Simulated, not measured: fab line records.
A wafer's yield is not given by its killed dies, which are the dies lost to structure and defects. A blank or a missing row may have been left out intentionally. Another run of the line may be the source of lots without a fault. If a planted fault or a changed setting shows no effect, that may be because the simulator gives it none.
Chamber matching	flow n5Finfet	4 sister chambers for N5_FIN_SAQP_MANDREL_ETCH_58 on rieSi-04
The step etches a-Si in HBr/Cl2, stops on SiNx, target depth 45 nm, bt time 10 s, time 27 s. 4 wafers are shown with their chamber, then 12 later ones without.

== EACH WAFER AND ITS CHAMBER ==
wafer	chamber	throttleValvePct (%)
L078.3	2	35.32
L086.1	0	35.54
L088.4	1	35.37
L088.5	3	35.62

== WAFERS WITH NO CHAMBER GIVEN ==
wafer	throttleValvePct (%)
L090.3	35.40
L090.4	35.31
L090.6	35.32
L092.2	35.53
L092.3	35.35
L092.4	35.37
L094.1	35.35
L094.2	35.64
L094.4	35.38
L097.1	35.38
L097.4	35.63
L097.5	35.63

== WHICH CHAMBER EACH WENT THROUGH ==
wafer	from the rows above	in truth
L090.3	1	1
L090.4	2	2
L090.6	2	2
L092.2	0	0
L092.3	can't be placed: 1 or 2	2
L092.4	1	1
L094.1	can't be placed: 1 or 2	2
L094.2	3	3
L094.4	1	1
L097.1	1	1
L097.4	3	3
L097.5	3	3
Placed correctly: 10 of 12. Can't be placed from these rows: 2 (the true chamber is among the candidates in 2). Wrongly placed: 0.
How it was worked out, from the rows above alone: a wafer's distance from a chamber is the root of the sum, over the readings, of the square of ((its reading less the chamber's mean) divided by the reading's scatter). The wafer belongs to the nearest chamber; if the next one is less than 2 further off, it can't be placed. Each chamber's mean is taken over the wafers shown for it. The scatter (one wafer shown for each chamber): square how far every hidden wafer sits from the nearest shown wafer, average those squares and take the square root.
